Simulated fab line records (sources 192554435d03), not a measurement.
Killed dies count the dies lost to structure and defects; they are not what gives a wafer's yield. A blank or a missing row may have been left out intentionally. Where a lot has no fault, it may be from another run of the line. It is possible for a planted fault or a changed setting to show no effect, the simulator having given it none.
Chamber matching :: flow n5Finfet :: N5_BEOL_M0_PRE_CLEAN_131 on cvdCo-01 has 3 sister chambers
The step time 15 s. 45 wafers are shown with their chamber, then 12 later ones without.

## WAFERS WITH THEIR CHAMBER
wafer: L074.3
chamber: 1
heaterPowerW (W): 85

wafer: L074.4
chamber: 0
heaterPowerW (W): 96

wafer: L074.5
chamber: 1
heaterPowerW (W): 85

wafer: L075.2
chamber: 0
heaterPowerW (W): 94

wafer: L075.5
chamber: 0
heaterPowerW (W): 94

wafer: L075.6
chamber: 2
heaterPowerW (W): 79

wafer: L077.3
chamber: 0
heaterPowerW (W): 98

wafer: L077.5
chamber: 2
heaterPowerW (W): 84

wafer: L077.6
chamber: 0
heaterPowerW (W): 95

wafer: L079.3
chamber: 0
heaterPowerW (W): 94

wafer: L079.4
chamber: 2
heaterPowerW (W): 80

wafer: L079.6
chamber: 0
heaterPowerW (W): 97

wafer: L080.1
chamber: 1
heaterPowerW (W): 84

wafer: L080.2
chamber: 2
heaterPowerW (W): 80

wafer: L080.3
chamber: 0
heaterPowerW (W): 97

wafer: L080.4
chamber: 0
heaterPowerW (W): 95

wafer: L080.5
chamber: 2
heaterPowerW (W): 80

wafer: L080.6
chamber: 1
heaterPowerW (W): 85

wafer: L081.1
chamber: 2
heaterPowerW (W): 83

wafer: L081.5
chamber: 1
heaterPowerW (W): 85

wafer: L081.6
chamber: 2
heaterPowerW (W): 84

wafer: L083.2
chamber: 2
heaterPowerW (W): 81

wafer: L083.5
chamber: 2
heaterPowerW (W): 80

wafer: L083.6
chamber: 1
heaterPowerW (W): 87

wafer: L084.1
chamber: 0
heaterPowerW (W): 94

wafer: L084.2
chamber: 2
heaterPowerW (W): 80

wafer: L084.3
chamber: 1
heaterPowerW (W): 85

wafer: L084.4
chamber: 0
heaterPowerW (W): 95

wafer: L084.5
chamber: 1
heaterPowerW (W): 84

wafer: L084.6
chamber: 2
heaterPowerW (W): 80

wafer: L085.1
chamber: 1
heaterPowerW (W): 86

wafer: L085.2
chamber: 0
heaterPowerW (W): 96

wafer: L085.3
chamber: 2
heaterPowerW (W): 82

wafer: L085.4
chamber: 2
heaterPowerW (W): 80

wafer: L085.5
chamber: 0
heaterPowerW (W): 96

wafer: L085.6
chamber: 1
heaterPowerW (W): 84

wafer: L088.1
chamber: 2
heaterPowerW (W): 83

wafer: L088.3
chamber: 0
heaterPowerW (W): 95

wafer: L088.4
chamber: 2
heaterPowerW (W): 79

wafer: L090.1
chamber: 2
heaterPowerW (W): 83

wafer: L090.2
chamber: 1
heaterPowerW (W): 84

wafer: L090.5
chamber: 0
heaterPowerW (W): 96

wafer: L093.1
chamber: 2
heaterPowerW (W): 81

wafer: L093.3
chamber: 0
heaterPowerW (W): 100

wafer: L093.6
chamber: 0
heaterPowerW (W): 95

SIGNATURES (means of the wafers above)
reading: heaterPowerW
chamber 0: 95.71
chamber 1: 84.91
chamber 2: 81.12
scatter within a chamber: 1.51
Rule: for each reading, subtract the chamber's mean from the wafer's reading, divide by that reading's scatter and square the result; add these up over the readings and take the root, which gives the wafer's distance from the chamber. If the next closest chamber is less than 2 further off than the closest, the wafer can't be placed; otherwise it belongs to the closest. The scatter: the root of (the sum of the squares of (reading less its chamber's mean) over the shown wafers, divided by (wafers less chambers)).

## WAFERS WITHOUT THEIR CHAMBER
wafer: L094.1
heaterPowerW (W): 85

wafer: L094.2
heaterPowerW (W): 81

wafer: L094.3
heaterPowerW (W): 99

wafer: L094.4
heaterPowerW (W): 86

wafer: L094.5
heaterPowerW (W): 84

wafer: L094.6
heaterPowerW (W): 98

wafer: L097.1
heaterPowerW (W): 96

wafer: L097.3
heaterPowerW (W): 86

wafer: L097.5
heaterPowerW (W): 85

wafer: L096.1
heaterPowerW (W): 82

wafer: L096.3
heaterPowerW (W): 96

wafer: L096.5
heaterPowerW (W): 98

## WHICH CHAMBER EACH ONE RAN IN
wafer: L094.1
from the rows above: 1
in truth: 1

wafer: L094.2
from the rows above: 2
in truth: 2

wafer: L094.3
from the rows above: 0
in truth: 0

wafer: L094.4
from the rows above: 1
in truth: 1

wafer: L094.5
from the rows above: can't be placed: 1 or 2
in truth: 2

wafer: L094.6
from the rows above: 0
in truth: 0

wafer: L097.1
from the rows above: 0
in truth: 0

wafer: L097.3
from the rows above: 1
in truth: 1

wafer: L097.5
from the rows above: 1
in truth: 1

wafer: L096.1
from the rows above: can't be placed: 2 or 1
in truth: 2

wafer: L096.3
from the rows above: 0
in truth: 0

wafer: L096.5
from the rows above: 0
in truth: 0
Correct placement for 10 of the 12. Not placeable from these rows: 2 (in 2, the candidates include the true chamber). 0 placed wrongly.
